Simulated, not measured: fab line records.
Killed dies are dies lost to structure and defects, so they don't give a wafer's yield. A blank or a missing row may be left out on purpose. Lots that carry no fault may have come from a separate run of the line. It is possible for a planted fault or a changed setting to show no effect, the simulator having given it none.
fab line records	flow n5-finfet
record: lots: 7	wafers: 21
route steps=1938 shown SD_EPI_N@278 SD_ACTIVATION@330 SDB@369 DUMMY_REMOVAL@377 HKMG_FIN@433 GATE_CUT@510 MOL_CONTACT_COAG@554 BEOL_M0_SAQP@663
start-h: hours from the record's opening day to when the first of the lot's shown wafers began	wait-h: hours since the lot's step before	" as in the row above	L1.1+2: a row that stands for several wafers	- no value present, or no start provided	* or withheld: withheld	< > ~ a bound
route shown NAME@n: a module of which the file shows steps, and the number in the route of the first	usual: mean/standard deviation of fault-free wafers	same: alike in all rows	chamber/n: place in a boat	sites: per-site readings	_std_site: the values' standard deviation	_edge_site: the outer-site mean with the inner-site mean subtracted	radius-mm: how far each site lies from the wafer's centre	mask NAME#n: copy n	behind: the tool/chamber that last shaped the wafer	hold: why the lot was held/for how many hours/how that ended	device: transistor that didn't switch, given as n, p or np	end of line: tests of these same wafers at the route's end	step lacking rows: just its recipe	killed: count of dies lost to structure and defects at first sort (not the wafer's yield)	map: shows each die of a wafer: x if killed, . if not, _ if none is there
set.NAME: setting as actually run; set.NAME@STEP: the setting as run at that earlier step	model.NAME: the simulator's own value behind a step, which no gauge read
lots where settings were altered on purpose, with a table for each step and a row for each wafer
== steps ==
step: N5_SD_EPI_N_ETCH_45
recipe: chemistry: CH3F/O2	target: SiOCN	target-depth-a: 60	mask-material: SOC	ion-energy-ev: 60	bias-w: 29	pressure-mtorr: 15	source-w: 410	Ar_flow_sccm: 150	CH3F_flow_sccm: 30	O2_flow_sccm: 20
lot.wafer	tool	chamber	start-h	wait-h	set.target-depth-a	model.etch.depth-nm
L077.4	rie-diel-03	1	67.68	0.1	60	5.989
L077.5	"	2	"	"	53.41	5.105
L077.6	"	3	"	"	60	5.932
L082.2	rie-diel-06	0	101.56	0.1	60	6.06
L082.5	"	2	"	"	60	6.152
L082.6	"	1	"	"	60	5.978
L085.3	rie-diel-01	1	116.28	0.1	57.55	5.764
L085.4	"	3	"	"	57.55	5.66
L085.5	"	2	"	"	60	5.798
L087.3	rie-diel-01	3	127.03	0.1	60	5.84
L087.4	"	1	"	"	60	6.049
L087.6	"	2	"	"	60	5.825
L091.1	rie-diel-03	0	150.10	0.1	66.68	6.482
L091.2	"	3	"	"	66.68	6.543
L091.3	"	1	"	"	66.68	6.622
L092.1	rie-diel-06	1	157.76	0.1	60	5.939
L092.3	"	3	"	"	62.33	6.176
L092.5	"	3	"	"	62.33	6.225
L095.1	rie-diel-03	1	183.90	0.1	60	6.15
L095.2	"	3	"	"	60	6.061
L095.5	"	2	"	"	60	5.885
step: N5_SD_EPI_N_EPI_21
recipe: material: Si:P	dopant: P	temp-c: 680	pressure-torr: 255	time-s: 690
lot.wafer	tool	chamber	start-h	wait-h	set.epi-growth-time-s	model.Si-P_of_SD_EPI_N_EPI_21.thk-nm
L077.4	epi-rpcvd-03	0	70.14	1.2	690	57.8
L077.5	"	0	"	"	720.4	60.4
L077.6	"	0	"	"	720.4	60.2
L082.2+6	epi-rpcvd-03	0	103.07	0.4	690	59.4
L082.5	"	0	"	"	690	59.6
L085.3	epi-rpcvd-03	0	118.00	0.7	690	60
L085.4	"	0	"	"	690	58.8
L085.5	"	0	"	"	637.8	56.8
L087.3	epi-rpcvd-04	0	128.75	0.7	724.6	60.8
L087.4	"	0	"	"	724.6	61.4
L087.6	"	0	"	"	690	58.6
L091.1	epi-rpcvd-03	0	151.28	0.1	690	58.6
L091.2	"	0	"	"	618.6	55
L091.3	"	0	"	"	690	59.2
L092.1	epi-rpcvd-04	0	158.92	0.1	715.9	59.2
L092.3	"	0	"	"	715.9	59.6
L092.5	"	0	"	"	715.9	59.4
L095.1	epi-rpcvd-04	0	185.24	0.2	690	59
L095.2	"	0	"	"	621.2	55.4
L095.5	"	0	"	"	690	58.8
step: N5_SD_EPI_N_EPI_MEAS_23
recipe: mode: xrd
usual: thk-nm: 58.9/1.2
lot.wafer	tool	chamber	start-h	wait-h	set.epi-growth-time-s@SD_EPI_N_EPI_21	thk-nm
L077.4	film-metro-02	-	71.30	0.8	690	57.6
L077.5	"	-	"	"	720.4	59.8
L077.6	"	-	"	"	720.4	58.9
L082.2	film-metro-01	-	104.52	1.2	690	58.7
L082.5	"	-	"	"	690	57.7
L082.6	"	-	"	"	690	59.0
L085.3	film-metro-02	-	119.16	0.9	690	60.5
L085.4	"	-	"	"	690	59.2
L085.5	"	-	"	"	637.8	56.3
L087.3	film-metro-01	-	129.91	0.9	724.6	62.5
L087.4	"	-	"	"	724.6	62.4
L087.6	"	-	"	"	690	59.4
L091.1	film-metro-02	-	152.99	1.4	690	59.2
L091.2	"	-	"	"	618.6	56.1
L091.3	"	-	"	"	690	59.0
L092.1	film-metro-01	-	160.63	1.4	715.9	58.8
L092.3	"	-	"	"	715.9	60.3
L092.5	"	-	"	"	715.9	59.5
L095.1	film-metro-01	-	186.96	1.4	690	59.0
L095.2	"	-	"	"	621.2	56.0
L095.5	"	-	"	"	690	58.0
step: N5_SD_EPI_N_PRECLEAN_24
recipe: chemistry: O3/DIW	time-s: 60	temp-c: 22	o3-ppm: 10
lot.wafer	tool	chamber	start-h	wait-h	set.epi-growth-time-s@SD_EPI_N_EPI_21	model.Si-P_of_SD_EPI_N_EPI_21.thk-nm
L077.4	wet-bench-01	0	71.33	0.0	690	57.4
L077.5	"	3	"	"	720.4	60
L077.6	"	2	"	"	720.4	59.8
L082.2+6	wet-bench-06	7,4	104.56	0.0	690	59
L082.5	"	2	"	"	690	59.2
L085.3	wet-bench-06	5	119.20	0.0	690	59.6
L085.4	"	1	"	"	690	58.4
L085.5	"	7	"	"	637.8	56.4
L087.3	wet-bench-06	1	129.96	0.0	724.6	60.4
L087.4	"	0	"	"	724.6	61
L087.6	"	2	"	"	690	58.2
L091.1	wet-bench-06	4	153.03	0.0	690	58.2
L091.2	"	1	"	"	618.6	54.8
L091.3	"	2	"	"	690	58.8
L092.1	wet-bench-01	6	160.67	0.0	715.9	58.8
L092.3	"	1	"	"	715.9	59.2
L092.5	"	0	"	"	715.9	59
L095.1	wet-bench-04	1	186.99	0.0	690	58.6
L095.2	"	3	"	"	621.2	55.2
L095.5	"	7	"	"	690	58.4
step: N5_SD_EPI_N_SRD_25
recipe: time-s: 30	temp-c: 23	rinse-liquid: diw	dry: ipa-marangoni
step: N5_SD_EPI_N_PRECLEAN_49
recipe: chemistry: NF3:NH3	afs-cycles: 1	temp-c: 30	time-s: 20	sublimation-temp-c: 180	sublimation-time-s: 60	pressure-torr: 3	rf-power-w: 30
step: N5_SD_ACTIVATION_RTA_00
recipe: temp-c: 975	time-s: 0	ambient: N2	idle-temp-c: 600	ramp-up-c-per-s: 150	ramp-down-c-per-s: 60	cool-to-c: 600
step: N5_SD_ACTIVATION_LSA_01
recipe: temp-c: 1080	time-s: 0.0008	ambient: N2
step: N5_SD_ACTIVATION_RS_MEAS_03
recipe: thk-meas-gauge: four-point-probe
usual: RS_SD_N: 22.0/0.3	RS_SD_P: 56.1/0.75
lot.wafer	tool	chamber	start-h	wait-h	set.epi-growth-time-s@SD_EPI_N_EPI_21	RS_SD_N[ohm/sq]	RS_SD_P[ohm/sq]
L077.4	film-metro-01	-	77.08	0.1	690	22.0	55.6
L077.5	"	-	"	"	720.4	21.1	55.3
L077.6	"	-	"	"	720.4	21.6	55.7
L082.2	film-metro-02	-	109.88	0.2	690	21.7	56.2
L082.5	"	-	"	"	690	21.6	55.8
L082.6	"	-	"	"	690	21.7	56.4
L085.3	film-metro-02	-	124.64	0.2	690	21.8	56.8
L085.4	"	-	"	"	690	22.0	56.2
L085.5	"	-	"	"	637.8	22.8	57.0
L087.3	film-metro-02	-	135.23	0.2	724.6	21.2	56.4
L087.4	"	-	"	"	724.6	21.2	57.0
L087.6	"	-	"	"	690	22.2	57.0
L091.1	film-metro-01	-	159.41	0.2	690	21.9	56.8
L091.2	"	-	"	"	618.6	23.3	56.4
L091.3	"	-	"	"	690	21.5	56.4
L092.1	film-metro-01	-	166.00	0.2	715.9	22.2	56.7
L092.3	"	-	"	"	715.9	22.0	56.7
L092.5	"	-	"	"	715.9	21.9	57.6
L095.1	film-metro-02	-	192.49	0.2	690	21.8	55.6
L095.2	"	-	"	"	621.2	23.3	55.8
L095.5	"	-	"	"	690	21.8	56.6
step: N5_SDB_CUT_ETCH_26
recipe: chemistry: HBr/Cl2/O2	target: Si	target-depth-a: 1296	bt-time-s: 20	mask-material: SiNx	time-s: 51.8	ion-energy-ev: *	bias-w: *	pressure-mtorr: 10	icp-w: 800	HBr_flow_sccm: 150	Cl2_flow_sccm: 80	O2_flow_sccm: 12
lot.wafer	tool	chamber	start-h	wait-h	set.bias-w	model.SiNx_of_SDB_HM_DEP_00.thk-nm
L077.4	rie-si-05	3	84.69	0.1	*	23
L077.5	"	3	"	"	*	22.6
L077.6	"	2	"	"	*	22.6
L082.2	rie-si-02	1	117.90	0.1	*	21.8
L082.5	"	0	"	"	*	22.2
L082.6	"	1	"	"	*	23.2
L085.3	rie-si-02	2	132.60	0.1	*	21.6
L085.4	"	3	"	"	*	24
L085.5	"	0	"	"	*	23.6
L087.3	rie-si-03	3	143.22	0.1	*	22.4
L087.4+6	"	0	"	"	*	22.2
L091.1	rie-si-05	3	167.23	0.1	*	22
L091.2	"	0	"	"	*	20.2
L091.3	"	1	"	"	*	21.6
L092.1	rie-si-03	2	173.64	0.1	*	21.2
L092.3	"	1	"	"	*	18.4
L092.5	"	1	"	"	*	21.6
L095.1	rie-si-03	3	200.85	0.1	*	21.8
L095.2	"	2	"	"	*	21.4
L095.5	"	1	"	"	*	22.6
step: N5_SDB_ALD_29
recipe: material: SiNx	target-thk-a: 300	temp-c: 400	ald-precursor-family: SiH2I2	ald-co-reactant: N2/H2-plasma	pulse-time-s: 1	ald-cycles: 600	purge-time-s: 2	co-reactant-purge-time-s: 2	pressure-torr: 2
lot.wafer	tool	chamber	start-h	wait-h	set.ald-cycles	model.SiNx_of_SDB_ALD_29.thk-nm
L077.4+5	ald-sin-03	2,0	84.89	0.0	600	29.8
L077.6	"	1	86.24	1.4	600	30.2
L082.2+6	ald-sin-01	1,0	118.19	0.1	600	30
L082.5	"	1	119.54	1.5	600	29.8
L085.3+4+5	ald-sin-01	1,2,1	132.83	0.1	600	30
L087.3	ald-sin-04	0	143.41	0.0	625	31.4
L087.4+6	"	2	"	"	600	30.2
L091.1	ald-sin-04	2	167.62	0.2	518	26
L091.2+3	"	0,3	"	"	600	30
L092.1	ald-sin-04	3	173.87	0.0	673	33.4
L092.3+5	"	0	"	"	600	29.8
L095.1	ald-sin-01	1	201.03	0.0	600	30.2
L095.2	"	0	"	"	600	30
L095.5	"	0	202.39	1.4	667	33.4
step: N5_SDB_CMP_30
recipe: stop-on: poly-Si	t-overpolish-s: 1.54	post-cmp-clean: alkaline-brush	down-force-psi: 4.1491	platen-rpm: 51.796	pad-velocity-m-s: 1.0306	target-thk-nm: 30
step: N5_DUMMY_REMOVAL_HM_STRIP_01
recipe: chemistry: CH3F/O2	material: SiNx	target-depth-a: 40	stop-on: poly-Si	time-s: 6.8	over-etch-frac: 0.3	ion-energy-ev: 60	power-w: 410	bias-w: 29	Ar_flow_sccm: 150	CH3F_flow_sccm: 30	O2_flow_sccm: 20
lot.wafer	tool	chamber	start-h	wait-h	set.ald-cycles@SDB_ALD_29	model.SiNx_of_SDB_ALD_29.thk-nm
L077.4+5	rie-diel-04	3	87.98	0.0	600	29.2
L077.6	"	0	"	"	600	29.6
L082.2+6	rie-diel-04	2,1	121.27	0.0	600	29.4
L082.5	"	2	"	"	600	29.2
L085.3+5	rie-diel-02	2,3	135.92	0.0	600	29.4
L085.4	"	1	"	"	600	29.2
L087.3	rie-diel-05	2	146.50	0.0	625	30.8
L087.4	"	3	"	"	600	29.6
L087.6	"	1	"	"	600	29.4
L091.1	rie-diel-02	2	170.78	0.1	518	25.4
L091.2+3	"	3,0	"	"	600	29.4
L092.1	rie-diel-05	1	176.96	0.0	673	28.2
L092.3+5	"	2	"	"	600	29.2
L095.1	rie-diel-04	1	204.20	0.1	600	29.6
L095.2	"	3	"	"	600	29.4
L095.5	"	1	"	"	667	29.2
step: N5_HKMG_FIN_DESCUM_17
recipe: chemistry: O2	time-s: 7.9	source-power-w: 50	bias-power-w: 20	pressure-mtorr: 20	rf-frequency-hz: 2.712e+07	temp-c: 40	resist: CAR-ArF	o2-flow-sccm: 225
lot.wafer	tool	chamber	start-h	wait-h	set.time-s	model.CAR-ArF_of_HKMG_FIN_COAT_06.thk-nm
L077.4+5	rie-diel-03	3	92.85	0.0	9.469	82.2
L077.6	"	2	"	"	7.9	83.4
L082.2	rie-diel-03	1	126.22	0.0	7.9	83.8
L082.5+6	"	2,3	"	"	7.9	84
L085.3+4	rie-diel-01	1,3	140.89	0.1	7.9	83.4
L085.5	"	2	"	"	7.9	83.6
L087.3+6	rie-diel-03	3,0	151.74	0.0	7.9	83.4
L087.4	"	1	"	"	7.9	84
L091.1	rie-diel-06	2	176.14	0.2	7.373	84.2
L091.2	"	3	"	"	7.9	83.6
L091.3	"	1	"	"	7.9	83.4
L092.1	rie-diel-01	2	182.31	0.0	8.542	83.4
L092.3	"	3	"	"	7.9	83.4
L092.5	"	2	"	"	7.9	83.6
L095.1	rie-diel-06	2	208.95	0.0	6.717	84.4
L095.2	"	0	"	"	7.9	83.4
L095.5	"	2	"	"	6.717	84
step: N5_HKMG_FIN_ETCH_35
recipe: chemistry: N2/H2	target: SOC	target-depth-a: 2158	ion-energy-ev: 65	bias-w: 5	source-w: 3000	time-s: 243.4	pressure-mtorr: 30	n2-flow-sccm: 200	h2-flow-sccm: 200
usual: rf-vpp-V: 142.0/0.83
lot.wafer	tool	chamber	start-h	wait-h	set.source-w	rf-vpp-V	model.etch.depth-nm	model.SOC_of_HKMG_FIN_COAT_29.thk-nm	model.HKMG_FIN.feature-depth-nm
L077.4	rie-diel-03	3	93.16	0.0	3000	141.4	211.5	87.2	211.6
L077.5	"	3	"	"	2785	145.6	198.4	100.2	198.4
L077.6	"	2	"	"	2785	146.2	190.8	107.2	190.8
L082.2	rie-diel-03	1	126.52	0.0	3000	140.9	209.8	89.4	209.8
L082.5	"	2	"	"	3000	142.0	206.1	93	206.2
L082.6	"	3	"	"	3000	140.1	215.2	84.8	215.2
L085.3	rie-diel-01	1	141.19	0.0	3000	141.6	215.3	83.8	215.4
L085.4	"	3	"	"	2694	147.1	188.8	111.2	188.8
L085.5	"	2	"	"	2694	148.8	187.5	112	187.6
L087.3	rie-diel-03	3	152.04	0.0	2611	148.1	188.8	111.2	188.8
L087.4	"	1	"	"	3000	141.4	212.6	87.4	212.6
L087.6	"	0	"	"	3000	141.9	209	91.4	209
L091.1	rie-diel-06	2	176.44	0.0	3000	141.4	221	78.6	221
L091.2	"	3	"	"	3000	141.6	214.2	85.2	214.2
L091.3	"	1	"	"	3466	135.0	242.7	56.6	242.6
L092.1	rie-diel-01	2	182.62	0.0	3000	141.7	207.4	92.6	207.4
L092.3	"	3	"	"	2613	148.4	189	111.2	189
L092.5	"	2	"	"	3000	142.6	205.7	95.8	205.8
L095.1	rie-diel-06	2	209.25	0.0	3000	143.6	218.7	81.2	218.8
L095.2	"	0	"	"	3000	142.1	220.6	78.8	220.6
L095.5	"	2	"	"	3000	142.4	219.9	80	219.8
step: N5_GATE_CUT_ALD_22
recipe: material: SiNx	target-thk-a: 160	temp-c: 400	ald-precursor-family: SiH2I2	ald-co-reactant: N2/H2-plasma	pulse-time-s: 1	ald-cycles: 320	purge-time-s: 2	co-reactant-purge-time-s: 2	pressure-torr: 2
lot.wafer	tool	chamber	start-h	wait-h	set.ald-cycles	model.SiNx_of_GATE_CUT_ALD_22.thk-nm
L077.4+5+6	ald-sin-02	2,2,3	102.15	0.0	320	16
L082.2+5+6	ald-sin-03	2,2,3	135.49	0.0	320	16
L085.3+4	ald-sin-01	3,1	150.72	0.0	269	13.4
L085.5	"	0	"	"	320	16
L087.3+4+6	ald-sin-03	1,2,1	160.83	0.0	320	16
L091.1+3	ald-sin-02	1,0	187.81	1.4	267	13.2
L091.2	"	2	"	"	320	16
L092.1	ald-sin-02	1	192.11	0.0	366	18.2
L092.3	"	3	"	"	366	18.4
L092.5	"	0	"	"	320	16
L095.1	ald-sin-03	2	218.43	0.0	285	14.4
L095.2+5	"	1,3	"	"	320	16
step: N5_MOL_CONTACT_COAG_CMP_23
recipe: stop-on: SiO2	t-overpolish-s: 1.5	post-cmp-clean: cu-alkaline	down-force-psi: 2	platen-rpm: 50.289	pad-velocity-m-s: 1.0006	target-thk-nm: 0
lot.wafer	tool	chamber	start-h	wait-h	set.down-force-psi
L077.4+6+5	cmp-02	0,2,3	111.07	0.1	2
L082.2+5+6	cmp-03	1,1,2	144.07	0.0	2
L085.3+5	cmp-03	1	160.24	0.0	1.675
L085.4	"	3	"	"	2
L087.3+6	cmp-02	3	170.10	0.1	2
L087.4	"	0	"	"	1.651
L091.1+3	cmp-03	0,2	196.70	0.2	2
L091.2	"	1	"	"	2.41
L092.3+1+5	cmp-02	2,3,1	201.52	0.1	2
L095.2+1	cmp-03	3,0	226.76	0.2	2
L095.5	"	3	"	"	1.801
step: N5_MOL_CONTACT_COAG_CMP_28
recipe: stop-on: SiNx	t-overpolish-s: 0.85	post-cmp-clean: alkaline-brush	down-force-psi: 4.15	platen-rpm: 51.8	pad-velocity-m-s: 1.0307	target-thk-nm: 14.522
lot.wafer	tool	chamber	start-h	wait-h	set.down-force-psi	set.down-force-psi@MOL_CONTACT_COAG_CMP_23	model.SiNx_of_GATE_CUT_SAC_CAP_01.thk-nm
L077.4+6	cmp-02	1,0	113.46	0.9	4.922	2	17.8
L077.5	"	3	"	"	4.15	2	17.8
L082.2+5+6	cmp-03	1,0,1	146.76	0.8	4.15	2	18
L085.4	cmp-01	2	163.42	0.8	3.221	2	18
L085.3	"	3	"	"	3.221	1.675	18.4
L085.5	"	2	"	"	4.15	1.675	18.2
L087.3	cmp-01	0	172.53	0.9	4.15	2	17.8
L087.4	"	1	"	"	4.15	1.651	18.2
L087.6	"	2	"	"	4.15	2	18
L091.2	cmp-02	0	199.06	0.8	4.633	2.41	17.4
L091.3	"	1	"	"	4.633	2	18
L091.1	"	3	"	"	4.15	2	17.8
L092.1	cmp-02	2	203.91	0.9	4.15	2	18
L092.3+5	"	3,0	"	"	3.574	2	18
L095.1+2	cmp-02	3,2	229.15	0.8	4.978	2	17.8
L095.5	"	3	"	"	4.15	1.801	18
step: N5_MOL_CONTACT_COAG_STRIP_96
recipe: chemistry: N2/H2	power-w: 500	temp-c: 40	pressure-mtorr: 50	rf-frequency-hz: 6e+07	overash-fraction: 0.3	bias-power-w: 28	h2-frac: 0.5	n2-flow-sccm: 300	h2-flow-sccm: 300
lot.wafer	tool	chamber	start-h	wait-h	set.power-w
L077.4	rie-diel-01	3	115.55	0.0	446.3
L077.5+6	"	1,2	"	"	500
L082.2+5+6	rie-diel-06	3,3,0	149.29	0.0	500
L085.3+4+5	rie-diel-01	2,0,3	167.77	0.0	500
L087.3+4	rie-diel-06	2,0	174.77	0.0	562.6
L087.6	"	2	"	"	500
L091.1+2	rie-diel-03	3,1	201.05	0.0	500
L091.3	"	2	"	"	531.6
L092.1	rie-diel-01	3	206.26	0.0	423.2
L092.3+5	"	0,2	"	"	500
L095.1+2+5	rie-diel-01	1,0,3	231.42	0.0	500
step: N5_MOL_CONTACT_COAG_ETCH_47
recipe: chemistry: CH3F/O2	target: SiNx	target-depth-a: 270	mask-material: SiO2	stop-on: W	over-etch-frac: 0.2	ion-energy-ev: 120	endpoint: OES-CN	pressure-mtorr: 30	source-w: 395	bias-w: 73	Ar_flow_sccm: 150	CH3F_flow_sccm: 30	O2_flow_sccm: 20	ends: end-point
lot.wafer	tool	chamber	start-h	wait-h	set.down-force-psi@MOL_CONTACT_COAG_CMP_23	model.MOL_CONTACT_COAG.feature-depth-nm	model.etch.depth-nm
L077.4	rie-diel-01	3	115.60	0.0	2	18.4	17.83
L077.5	"	1	"	"	2	18.4	17.72
L077.6	"	2	"	"	2	18.4	17.8
L082.2	rie-diel-06	3	149.33	0.0	2	18.6	18.03
L082.5	"	3	"	"	2	18.6	18.06
L082.6	"	0	"	"	2	18.6	18.01
L085.3	rie-diel-01	2	167.81	0.0	1.675	19	18.32
L085.4	"	0	"	"	2	18.6	18.09
L085.5	"	3	"	"	1.675	18.8	18.17
L087.3	rie-diel-06	2	174.81	0.0	2	18.4	17.8
L087.4	"	0	"	"	1.651	18.8	18.29
L087.6	"	2	"	"	2	18.6	18
L091.1	rie-diel-03	3	201.09	0.0	2	18.4	17.89
L091.2	"	1	"	"	2.41	18	17.42
L091.3	"	2	"	"	2	18.6	17.96
L092.1+3	rie-diel-01	3,0	206.30	0.0	2	18.6	18.01
L092.5	"	2	"	"	2	18.6	17.91
L095.1	rie-diel-01	1	231.46	0.0	2	18.4	17.84
L095.2	"	0	"	"	2	18.4	17.77
L095.5	"	3	"	"	1.801	18.6	18.03
step: N5_BEOL_M0_SAQP_SPACER1_ALD_98
recipe: material: SiO2	target-thk-a: 128	temp-c: 300	ald-precursor-family: BDEAS	ald-co-reactant: O2-plasma	pulse-time-s: 1	purge-time-s: 2	co-reactant-purge-time-s: 2	ald-cycles: 138	pressure-torr: 2
lot.wafer	tool	chamber	start-h	wait-h	set.temp-c
L077.4+5+6	ald-sin-04	3,1,2	124.00	0.1	300
L082.2+5+6	ald-sin-02	2,3,2	158.38	0.6	300
L085.3	ald-sin-01	2	176.73	0.1	300
L085.4+5	"	3,2	"	"	306.3
L087.3+4+6	ald-sin-02	0,1,1	184.36	1.1	300
L091.1+3	ald-sin-01	3,0	209.21	0.6	292
L091.2	"	1	"	"	300
L092.1+3+5	ald-sin-01	2,0,1	216.60	0.4	300
L095.1+5	ald-sin-04	0	241.94	0.3	292.5
L095.2	"	2	"	"	300
step: N5_BEOL_M0_SAQP_SPACER1_ETCHBACK_99
recipe: chemistry: CHF3/O2	mode: anisotropic-etchback	target: SiO2	target-depth-a: 154	time-s: 7.7	pressure-mtorr: 30	source-w: 650	bias-w: 170	Ar_flow_sccm: 200	CHF3_flow_sccm: 50	O2_flow_sccm: 5	ion-energy-ev: 200
step: N5_BEOL_M0_SAQP_MANDREL1_REMOVE_100
recipe: chemistry: HBr/Cl2/O2	bt-time-s: 10	target: a-Si	stop-on: SiNx	endpoint: OES-SiCl	over-etch-frac: 0.85	icp-w: 600	bias-w: 30	HBr_flow_sccm: 150	Cl2_flow_sccm: 80	O2_flow_sccm: 5	pressure-mtorr: 10
lot.wafer	tool	chamber	start-h	wait-h	set.temp-c@BEOL_M0_SAQP_SPACER1_ALD_98	model.SiO2_of_BEOL_M0_SAQP_SPACER1_ALD_98.thk-nm
L077.4+5+6	rie-si-04	0,2,3	124.56	0.1	300	7.4
L082.2+5+6	rie-si-01	1,0,1	158.94	0.1	300	7.4
L085.3	rie-si-06	2	177.29	0.1	300	7.4
L085.4+5	"	3,0	"	"	306.3	7.2
L087.3+4+6	rie-si-06	1,0,1	184.92	0.1	300	7.4
L091.1	rie-si-01	0	209.78	0.1	292	7.6
L091.2	"	3	"	"	300	7.4
L091.3	"	2	"	"	292	7.8
L092.1+3+5	rie-si-01	3,0,2	217.16	0.1	300	7.4
L095.1	rie-si-01	2	242.50	0.1	292.5	7.6
L095.2	"	1	"	"	300	7.4
L095.5	"	2	"	"	292.5	7.8
== key ==
split: step: N5_SD_EPI_N_ETCH_45	setting: target-depth-a	stated: 60	by: wafer
response: step: N5_SD_EPI_N_ETCH_45	reading: model.etch.depth-nm	change: +0.0707	per: 1%	r: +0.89
split: step: N5_SD_EPI_N_EPI_21	setting: epi-growth-time-s	stated: 690	by: wafer
response: step: N5_SD_EPI_N_EPI_21	reading: model.Si-P_of_SD_EPI_N_EPI_21.thk-nm	change: +0.384	per: 1%	r: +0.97
response: step: N5_SD_EPI_N_EPI_MEAS_23	reading: thk-nm	change: *	per: 1%	r: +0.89
response: step: N5_SD_EPI_N_PRECLEAN_24	reading: model.Si-P_of_SD_EPI_N_EPI_21.thk-nm	change: +0.371	per: 1%	r: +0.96
response: step: N5_SD_ACTIVATION_RS_MEAS_03	reading: RS_SD_N	change: -0.151	per: 1%	r: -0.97
split: step: N5_SDB_CUT_ETCH_26	setting: bias-w	stated: *	by: wafer
response: step: N5_SDB_CUT_ETCH_26	reading: model.SiNx_of_SDB_HM_DEP_00.thk-nm	change: -0.165	per: 1%	r: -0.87
split: step: N5_SDB_ALD_29	setting: ald-cycles	stated: 600	by: wafer
response: step: N5_SDB_ALD_29	reading: model.SiNx_of_SDB_ALD_29.thk-nm	change: +0.294	per: 1%	r: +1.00
response: step: N5_DUMMY_REMOVAL_HM_STRIP_01	reading: model.SiNx_of_SDB_ALD_29.thk-nm	shape: bent	at-lowest: 25.4	at-stated: 29.36	at-highest: 28.2
split: step: N5_HKMG_FIN_DESCUM_17	setting: time-s	stated: 7.9	by: wafer
response: step: N5_HKMG_FIN_DESCUM_17	reading: model.CAR-ArF_of_HKMG_FIN_COAT_06.thk-nm	change: -0.0566	per: 1%	r: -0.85
split: step: N5_HKMG_FIN_ETCH_35	setting: source-w	stated: 3000	by: wafer
response: step: N5_HKMG_FIN_ETCH_35	reading: rf-vpp-V	change: -0.491	per: 1%	r: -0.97
response: step: N5_HKMG_FIN_ETCH_35	reading: model.etch.depth-nm	change: +1.78	per: 1%	r: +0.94
response: step: N5_HKMG_FIN_ETCH_35	reading: model.SOC_of_HKMG_FIN_COAT_29.thk-nm	change: -1.77	per: 1%	r: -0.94
response: step: N5_HKMG_FIN_ETCH_35	reading: model.HKMG_FIN.feature-depth-nm	change: +1.78	per: 1%	r: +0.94
split: step: N5_GATE_CUT_ALD_22	setting: ald-cycles	stated: 320	by: wafer
response: step: N5_GATE_CUT_ALD_22	reading: model.SiNx_of_GATE_CUT_ALD_22.thk-nm	change: +0.162	per: 1%	r: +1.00
split: step: N5_MOL_CONTACT_COAG_CMP_23	setting: down-force-psi	stated: 2	by: wafer
response: step: N5_MOL_CONTACT_COAG_CMP_28	reading: model.SiNx_of_GATE_CUT_SAC_CAP_01.thk-nm	change: -0.0205	per: 1%	r: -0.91
response: step: N5_MOL_CONTACT_COAG_ETCH_47	reading: model.MOL_CONTACT_COAG.feature-depth-nm	change: -0.0205	per: 1%	r: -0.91
response: step: N5_MOL_CONTACT_COAG_ETCH_47	reading: model.etch.depth-nm	change: -0.02	per: 1%	r: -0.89
split: step: N5_MOL_CONTACT_COAG_CMP_28	setting: down-force-psi	stated: 4.15	by: wafer
response none clear
split: step: N5_MOL_CONTACT_COAG_STRIP_96	setting: power-w	stated: 500	by: wafer
response none clear
split: step: N5_BEOL_M0_SAQP_SPACER1_ALD_98	setting: temp-c	stated: 300	by: wafer
response: step: N5_BEOL_M0_SAQP_MANDREL1_REMOVE_100	reading: model.SiO2_of_BEOL_M0_SAQP_SPACER1_ALD_98.thk-nm	change: -0.111	per: 1%	r: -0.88
